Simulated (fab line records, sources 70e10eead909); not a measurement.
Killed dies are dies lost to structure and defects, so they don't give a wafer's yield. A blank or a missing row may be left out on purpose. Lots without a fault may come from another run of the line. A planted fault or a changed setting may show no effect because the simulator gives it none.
Chamber matching | flow nand_harc | NHARC_P_ZERO_WELL_DESCUM_39 on rie_diel-05: 4 sister chambers
The step chemistry O2, time 3 s. 8 wafers are shown with their chamber, then 10 later ones without.

WAFERS WITH THEIR CHAMBER
wafer  | chamber | drypump_motor_current_A (A) | showerhead_plenum_p_Torr (Torr)
L085.3 | 1       | 4.9                         | 1.99
L085.5 | 0       | 6.0                         | 1.84
L085.6 | 3       | 5.2                         | 1.99
L090.1 | 2       | 5.7                         | 1.80
L090.4 | 3       | 5.3                         | 1.99
L090.5 | 2       | 5.7                         | 1.80
L090.2 | 0       | 6.0                         | 1.83
L090.3 | 1       | 4.9                         | 1.98

WAFERS WITHOUT THEIR CHAMBER
wafer  | drypump_motor_current_A (A) | showerhead_plenum_p_Torr (Torr)
L090.6 | 5.3                         | 1.99
L094.1 | 5.7                         | 1.80
L094.3 | 6.0                         | 1.83
L094.6 | 5.3                         | 1.99
L094.2 | 4.9                         | 1.98
L094.4 | 5.2                         | 1.99
L094.5 | 5.7                         | 1.80
L096.2 | 5.3                         | 1.98
L096.3 | 4.9                         | 1.98
L096.5 | 5.7                         | 1.80

WHICH CHAMBER EACH WENT THROUGH
wafer  | from the rows above | in truth
L090.6 | 3                   | 3
L094.1 | 2                   | 2
L094.3 | 0                   | 0
L094.6 | 3                   | 3
L094.2 | 1                   | 1
L094.4 | 3                   | 3
L094.5 | 2                   | 2
L096.2 | 3                   | 3
L096.3 | 1                   | 1
L096.5 | 2                   | 2
Placed correctly: 10 of 10. Can't be placed from these rows: 0. Placed wrongly: 0.
How it was worked out, from the rows above alone: a wafer's distance from a chamber is the root of the sum, over the readings, of the square of ((its reading less the chamber's mean) divided by the reading's scatter). The wafer belongs to the nearest chamber; if the next one is less than 2 further off, it can't be placed. A chamber's mean is the mean of its shown wafers. The scatter: the root of (the sum of the squares of (reading less its chamber's mean) over the shown wafers, divided by (wafers less chambers)).
